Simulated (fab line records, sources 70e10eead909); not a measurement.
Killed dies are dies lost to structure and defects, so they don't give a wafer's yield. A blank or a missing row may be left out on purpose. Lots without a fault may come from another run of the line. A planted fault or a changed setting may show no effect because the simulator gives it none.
fab line records | flow nand_harc
record lots=7 wafers=21 last_day=25
route steps=1159 shown A_SOURCE_PLATE@416 A_ONON_D1@424 END@1159
lots that met no fault: from a run of the same line without faults
start_h: hours from the record's first day to the start of the lot's first wafer shown | wait_h: hours since the lot's step before | " the same as in the row above | L1.1+2: a row that stands for several wafers | - no value, or no start given | * or withheld: withheld | < > ~ a bound
route shown NAME@n: a module of which the file shows steps, and the number in the route of the first | usual: mean/standard deviation of fault-free wafers | same: alike in all rows | chamber/n: place in a boat | sites: the reading at each site | _std_site: their standard deviation | _edge_site: outer sites' mean less inner sites' | radius_mm: how far each site lies from the wafer's centre | mask NAME#n: copy n | behind: the tool/chamber that last shaped the wafer | hold: why the lot was held/for how many hours/how that ended | device: the transistor (n, p or np) that didn't switch | end of line: the same wafers' tests at the end of the route | a step without rows: its recipe alone | killed: dies lost to structure and defects at the first sort, not the wafer's yield | map: a wafer's dies, x killed, . not, _ none there
set.NAME: the setting as run; set.NAME@STEP: as run at that earlier step | model.NAME: the simulator's own value behind a step, which no gauge read
lots at some steps of the route; a table a step, a row a wafer
services: from which hour (start_h, from the record's first day; less than 0 if before it) a tool's chamber was out of use, for how many hours, and why
## steps
# step NHARC_A_SOURCE_PLATE_THK_MEAS_09
# recipe thk_meas_gauge=ellipsometry
# usual thk_nm=9.9/1
# columns lot.wafer tool chamber start_h wait_h thk_nm
L897.1 film_metro-01 - 156.15 0.4 10.7
L897.3 " - " " 11.6
L897.5 " - " " 9.7
L906.3 film_metro-02 - 222.34 0.4 9.1
L906.5 " - " " 10.6
L906.6 " - " " 8.5
L911.1 film_metro-02 - 244.03 0.4 10.5
L911.3 " - " " 9.7
L911.4 " - " " 9.3
L912.2 film_metro-02 - 247.76 0.4 10.4
L912.4 " - " " 10.5
L912.5 " - " " 9.3
L916.2 film_metro-02 - 259.02 0.4 9.1
L916.5 " - " " 10.8
L916.6 " - " " 10.3
L915.3 film_metro-02 - 259.03 0.4 11.7
L915.5 " - " " 8.6
L915.6 " - " " 8.9
L917.1 film_metro-01 - 272.22 0.4 8.6
L917.3 " - " " 9.9
L917.4 " - " " 10.6
# step NHARC_A_SOURCE_PLATE_PVD_04
# recipe target_thk_a=500 material=WSi2
# step NHARC_A_SOURCE_PLATE_CVD_03
# recipe target_thk_a=2000 temp_c=620 pressure_mtorr=200 time_s=4000 material=poly-Si
# step NHARC_A_SOURCE_PLATE_ANNEAL_05
# recipe temp_c=850 time_s=1800
# step NHARC_A_SOURCE_PLATE_THK_MEAS_06
# recipe thk_meas_gauge=ellipsometry
# usual thk_nm=199.5/2.2
# columns lot.wafer tool chamber start_h wait_h thk_nm
L897.1 film_metro-01 - 169.31 0.4 201.3
L897.3 " - " " 198.5
L897.5 " - " " 199.2
L906.3 film_metro-02 - 236.04 0.4 198.6
L906.5 " - " " 198.6
L906.6 " - " " 200.6
L912.2 film_metro-01 - 258.34 0.4 197.9
L912.4 " - " " 199.4
L912.5 " - " " 199.6
L911.1 film_metro-02 - 258.34 0.4 197.5
L911.3 " - " " 197.8
L911.4 " - " " 197.5
L915.3 film_metro-01 - 274.17 0.4 204.4
L915.5 " - " " 203.2
L915.6 " - " " 203.3
L916.2 film_metro-02 - 274.17 0.4 201.1
L916.5 " - " " 200.2
L916.6 " - " " 200.3
L917.1 film_metro-02 - 285.38 0.4 200.7
L917.3 " - " " 197.4
L917.4 " - " " 197.2
# step NHARC_A_SOURCE_PLATE_INSPECT_08
# usual raw_defect_count=65/23
# columns lot.wafer tool chamber start_h wait_h raw_defect_count
L897.1 defect_inspect-01 - 169.38 0.0 77
L897.3 " - " " 95
L897.5 " - " " 109
L906.3 defect_inspect-02 - 236.16 0.1 59
L906.5 " - " " 77
L906.6 " - " " 75
L912.2 defect_inspect-02 - 258.40 0.0 85
L912.4 " - " " 53
L912.5 " - " " 56
L911.1 defect_inspect-01 - 258.41 0.0 73
L911.3 " - " " 75
L911.4 " - " " 44
L916.2 defect_inspect-02 - 274.25 0.1 65
L916.5 " - " " 64
L916.6 " - " " 54
L915.3 defect_inspect-01 - 274.26 0.0 57
L915.5 " - " " 69
L915.6 " - " " 51
L917.1 defect_inspect-02 - 285.44 0.0 44
L917.3 " - " " 79
L917.4 " - " " 66
# step NHARC_A_ONON_D1_DEP_00
# recipe target_thk_a=10000 n2_flow_sccm=2750 n2o_flow_sccm=2000 nh3_flow_sccm=500 sih4_flow_sccm=210 temp_c=400
# step NHARC_A_ONON_D1_THK_MEAS_02
# recipe thk_meas_gauge=ellipsometry
# usual thk_nm=999/9.4
# columns lot.wafer tool chamber start_h wait_h thk_nm
L897.1 film_metro-01 - 169.95 - 1004
L897.3 " - " " 1003
L897.5 " - " " 1003
L906.3 film_metro-01 - 236.76 - 991
L906.5 " - " " 990
L906.6 " - " " 991
L912.2 film_metro-01 - 258.98 - 1003
L912.4 " - " " 1004
L912.5 " - " " 1006
L911.1 film_metro-02 - 259.33 - 1010
L911.3 " - " " 1011
L911.4 " - " " 1011
L916.2 film_metro-02 - 274.83 - 988
L916.5 " - " " 990
L916.6 " - " " 987
L915.3 film_metro-02 - 274.85 - 1014
L915.5 " - " " 1012
L915.6 " - " " 1013
L917.1 film_metro-01 - 286.16 - 1001
L917.3 " - " " 1004
L917.4 " - " " 1002
# step NHARC_A_ONON_D1_DEP_03
# recipe target_thk_a=10000 n2_flow_sccm=2750 n2o_flow_sccm=2000 nh3_flow_sccm=500 sih4_flow_sccm=210 temp_c=400
# step NHARC_A_ONON_D1_THK_MEAS_05
# recipe thk_meas_gauge=ellipsometry
# usual thk_nm=999/9.7
# columns lot.wafer tool chamber start_h wait_h thk_nm
L897.1 film_metro-02 - 170.52 - 981
L897.3 " - " " 983
L897.5 " - " " 982
L906.3 film_metro-02 - 237.32 - 998
L906.5 " - " " 998
L906.6 " - " " 998
L912.2 film_metro-02 - 259.55 - 1002
L912.4 " - " " 1000
L912.5 " - " " 1001
L911.1 film_metro-02 - 259.90 - 992
L911.3 " - " " 993
L911.4 " - " " 995
L916.2 film_metro-02 - 275.42 - 1010
L916.5 " - " " 1010
L916.6 " - " " 1009
L915.3 film_metro-01 - 275.43 - 991
L915.5 " - " " 988
L915.6 " - " " 992
L917.1 film_metro-02 - 286.73 - 1011
L917.3 " - " " 1009
L917.4 " - " " 1010
# step NHARC_A_ONON_D1_DEP_06
# recipe target_thk_a=10000 n2_flow_sccm=2750 n2o_flow_sccm=2000 nh3_flow_sccm=500 sih4_flow_sccm=210 temp_c=400
# columns lot.wafer tool chamber start_h wait_h
L897.1+3+5 pecvd_onon-01 0 170.58 0.1
L906.3+5+6 pecvd_onon-03 0 237.49 0.2
L912.2+4+5 pecvd_onon-01 0 259.66 0.1
L911.1+3+4 pecvd_onon-01 0 259.96 0.1
L916.2+5+6 pecvd_onon-01 0 275.54 0.1
L915.3+5+6 pecvd_onon-03 0 275.60 0.2
L917.1+3+4 pecvd_onon-03 0 286.78 0.1
# step NHARC_A_ONON_D1_THK_MEAS_08
# recipe thk_meas_gauge=ellipsometry
# usual thk_nm=1002/8.3
# columns lot.wafer tool chamber start_h wait_h thk_nm
L897.1 film_metro-02 - 171.09 - 1013
L897.3 " - " " 1013
L897.5 " - " " 1012
L906.3 film_metro-02 - 237.88 - 1002
L906.5 " - " " 999
L906.6 " - " " 1000
L912.2 film_metro-02 - 260.11 - 519
L912.4 " - " " 519
L912.5 " - " " 517
L911.1 film_metro-02 - 260.47 - 497
L911.3 " - " " 497
L911.4 " - " " 497
L916.2 film_metro-01 - 275.99 - 511
L916.5 " - " " 508
L916.6 " - " " 511
L915.3 film_metro-02 - 275.99 - 1003
L915.5 " - " " 998
L915.6 " - " " 1000
L917.1 film_metro-01 - 287.29 - 985
L917.3 " - " " 985
L917.4 " - " " 985
# step NHARC_A_ONON_D1_DEP_09
# recipe target_thk_a=10000 n2_flow_sccm=2750 n2o_flow_sccm=2000 nh3_flow_sccm=500 sih4_flow_sccm=210 temp_c=400
# step NHARC_END_SORT_01
# recipe temp_c=25
# usual killed_at_array=30/10 killed_at_other=0.5/0.82 killed_at_periphery=2.9/2 killed_dies=34/11 killed_open=3.2/1.8 killed_short=2.0/1.4
# same gross_dies=677
# columns lot.wafer tool chamber start_h wait_h killed_at_array killed_at_other killed_at_periphery killed_dies killed_open killed_short
L911.1 prober-02 0 559.70 2.5 676 0 1 677 4 2
L911.3 prober-02 0 561.31 3.1 673 2 2 677 3 4
L911.4 prober-02 0 562.12 3.4 674 1 2 677 2 2
L912.2 prober-02 0 568.32 2.8 672 0 5 677 6 4
L912.4 prober-02 0 569.91 3.4 671 1 5 677 7 2
L912.5 prober-02 0 570.71 3.7 673 0 4 677 1 5
L916.2 prober-02 0 576.11 2.8 672 1 4 677 3 2
L916.5 prober-02 0 578.54 3.7 672 0 5 677 5 2
L916.6 prober-02 0 579.35 4.0 676 0 1 677 1 2
# killed by level:class
L911.1 A_ONON_D1:area_dep=641 A_CHANNEL_HOLE_D1:chamber_film_flake=12 A_BLC:chamber_film_flake=5 A_STAIRCASE:chamber_film_flake=4 A_SGD_CUT:chamber_film_flake=3 A_CONTACT:chamber_film_flake=3 A_CHANNEL_HOLE_D1:geometric_particle:short=1 A_CHANNEL_HOLE_D1:geometric_particle:open=1
L911.3 A_ONON_D1:area_dep=643 A_CHANNEL_HOLE_D1:chamber_film_flake=13 A_BLC:chamber_film_flake=5 A_SGD_CUT:chamber_film_flake=4 A_STAIRCASE:chamber_film_flake=3 A_CHANNEL_FILL_D1:geometric_particle:short=2 P_STI:geometric_particle:open=1 P_CONTACT:geometric_particle:open=1
L911.4 A_ONON_D1:area_dep=643 A_CHANNEL_HOLE_D1:chamber_film_flake=18 A_SGD_CUT:chamber_film_flake=3 A_CONTACT:chamber_film_flake=3 A_BLC:chamber_film_flake=3 A_CHANNEL_FILL_D1:geometric_particle:open=1 A_CONTACT:geometric_particle:open=1 A_BLC:geometric_particle:short=1
L912.2 A_ONON_D1:area_dep=629 A_SLIT:chamber_film_flake=17 A_CHANNEL_HOLE_D1:chamber_film_flake=16 A_CONTACT:geometric_particle:open=4 A_WL_FILL:geometric_particle:short=3 P_STI:chamber_film_flake=2 P_GATE:geometric_particle:short=1 P_M0:geometric_particle:open=1
L912.4 A_ONON_D1:area_dep=620 A_SLIT:chamber_film_flake=22 A_CHANNEL_HOLE_D1:chamber_film_flake=16 A_CONTACT:chamber_film_flake=5 P_GATE:geometric_particle:short=1 P_GATE:geometric_particle:open=1 P_M1:geometric_particle:open=1 A_ONON_D1:geometric_particle:open=1
L912.5 A_ONON_D1:area_dep=621 A_SLIT:chamber_film_flake=24 A_CHANNEL_HOLE_D1:chamber_film_flake=20 A_CHANNEL_FILL_D1:geometric_particle:short=2 A_WL_FILL:geometric_particle:short=2 A_CONTACT:chamber_film_flake=2 P_M2:geometric_particle:open=1 A_SOURCE_PLATE:geometric_particle:short=1
L916.2 A_ONON_D1:area_dep=625 A_CHANNEL_HOLE_D1:chamber_film_flake=18 A_SLIT:chamber_film_flake=14 A_CONTACT:chamber_film_flake=4 A_STAIRCASE:chamber_film_flake=3 A_WL_FILL:chamber_film_flake=3 A_M1:chamber_film_flake=2 P_STI:geometric_particle:short=1
L916.5 A_ONON_D1:area_dep=621 A_CHANNEL_HOLE_D1:chamber_film_flake=19 A_SLIT:chamber_film_flake=17 A_STAIRCASE:chamber_film_flake=5 A_CONTACT:chamber_film_flake=4 P_M1:geometric_particle:open=2 P_M0:geometric_particle:short=1 A_ONON_D1:geometric_particle:open=1
L916.6 A_ONON_D1:area_dep=627 A_CHANNEL_HOLE_D1:chamber_film_flake=18 A_SLIT:chamber_film_flake=14 A_WL_FILL:chamber_film_flake=4 A_CONTACT:chamber_film_flake=4 A_STAIRCASE:chamber_film_flake=2 A_M0:chamber_film_flake=2 A_M1:chamber_film_flake=2
# map L911.1 (x killed, . not)
____________x____________
_________xxxxxxx_________
_______xxxxxxxxxxx_______
______xxxxxxxxxxxxx______
_____xxxxxxxxxxxxxxx_____
____xxxxxxxxxxxxxxxxx____
____xxxxxxxxxxxxxxxxx____
___xxxxxxxxxxxxxxxxxxx___
___xxxxxxxxxxxxxxxxxxx___
__xxxxxxxxxxxxxxxxxxxxx__
__xxxxxxxxxxxxxxxxxxxxx__
_xxxxxxxxxxxxxxxxxxxxxxx_
_xxxxxxxxxxxxxxxxxxxxxxx_
_xxxxxxxxxxxxxxxxxxxxxxx_
_xxxxxxxxxxxxxxxxxxxxxxx_
_xxxxxxxxxxxxxxxxxxxxxxx_
xxxxxxxxxxxxxxxxxxxxxxxxx
xxxxxxxxxxxxxxxxxxxxxxxxx
xxxxxxxxxxxxxxxxxxxxxxxxx
xxxxxxxxxxxxxxxxxxxxxxxxx
xxxxxxxxxxxxxxxxxxxxxxxxx
_xxxxxxxxxxxxxxxxxxxxxxx_
_xxxxxxxxxxxxxxxxxxxxxxx_
_xxxxxxxxxxxxxxxxxxxxxxx_
_xxxxxxxxxxxxxxxxxxxxxxx_
_xxxxxxxxxxxxxxxxxxxxxxx_
__xxxxxxxxxxxxxxxxxxxxx__
__xxxxxxxxxxxxxxxxxxxxx__
___xxxxxxxxxxxxxxxxxxx___
___xxxxxxxxxxxxxxxxxxx___
____xxxxxxxxxxxxxxxxx____
____xxxxxxxxxxxxxxxxx____
_____xxxxxxxxxxxxxxx_____
______xxxxxxxxxxxxx______
_______xxxxxxxxxxx_______
_________xxxxxxx_________
____________x____________
# map L912.2 (x killed, . not)
____________x____________
_________xxxxxxx_________
_______xxxxxxxxxxx_______
______xxxxxxxxxxxxx______
_____xxxxxxxxxxxxxxx_____
____xxxxxxxxxxxxxxxxx____
____xxxxxxxxxxxxxxxxx____
___xxxxxxxxxxxxxxxxxxx___
___xxxxxxxxxxxxxxxxxxx___
__xxxxxxxxxxxxxxxxxxxxx__
__xxxxxxxxxxxxxxxxxxxxx__
_xxxxxxxxxxxxxxxxxxxxxxx_
_xxxxxxxxxxxxxxxxxxxxxxx_
_xxxxxxxxxxxxxxxxxxxxxxx_
_xxxxxxxxxxxxxxxxxxxxxxx_
_xxxxxxxxxxxxxxxxxxxxxxx_
xxxxxxxxxxxxxxxxxxxxxxxxx
xxxxxxxxxxxxxxxxxxxxxxxxx
xxxxxxxxxxxxxxxxxxxxxxxxx
xxxxxxxxxxxxxxxxxxxxxxxxx
xxxxxxxxxxxxxxxxxxxxxxxxx
_xxxxxxxxxxxxxxxxxxxxxxx_
_xxxxxxxxxxxxxxxxxxxxxxx_
_xxxxxxxxxxxxxxxxxxxxxxx_
_xxxxxxxxxxxxxxxxxxxxxxx_
_xxxxxxxxxxxxxxxxxxxxxxx_
__xxxxxxxxxxxxxxxxxxxxx__
__xxxxxxxxxxxxxxxxxxxxx__
___xxxxxxxxxxxxxxxxxxx___
___xxxxxxxxxxxxxxxxxxx___
____xxxxxxxxxxxxxxxxx____
____xxxxxxxxxxxxxxxxx____
_____xxxxxxxxxxxxxxx_____
______xxxxxxxxxxxxx______
_______xxxxxxxxxxx_______
_________xxxxxxx_________
____________x____________
## services
# columns tool chamber start_h hours kind
pecvd_onon-03 - 153.00 13.0 pm
pecvd_onon-01 - 195.49 13.0 pm
## key
first_sign step=NHARC_A_ONON_D1_THK_MEAS_08 reading=thk_nm direction=down sigmas=60 usual=1002 struck=508
effect step=NHARC_END_SORT_01 reading=killed_at_array direction=up sigmas=62 usual=30 struck=673
more_kills_born_at NHARC_A_ONON_D1_DEP_06@pecvd_onon-01=5670
met_at NHARC_A_ONON_D1_DEP_06
struck_wafers L911.1,L911.3,L911.4,L912.2,L912.4,L912.5,L916.2,L916.5,L916.6
later_rows_left_out L911.1,L911.3,L911.4,L912.2,L912.4,L912.5,L916.2,L916.5,L916.6
tester_left_out L911,L912,L916
onset_between 170.58 259.66
fault kind=process_parameter_drift tool=pecvd_onon-01 chamber=0 onset_h=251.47 steps=NHARC_A_ONON_D1_DEP_06 channel=target_thk_a offset=* shape=step end_h=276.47 acts_in=* stated=*
# tester_left_out: of these lots the tester's yield and bins aren't shown, on N5 and GAA mostly nor the transistor test; their killed dies are dies lost to structure and defects alone, not to doping, threshold or leakage, so they don't give the yield
# later_rows_left_out: the simulator's readings of these wafers behind a module that went badly wrong aren't trusted and aren't shown, but for the sort
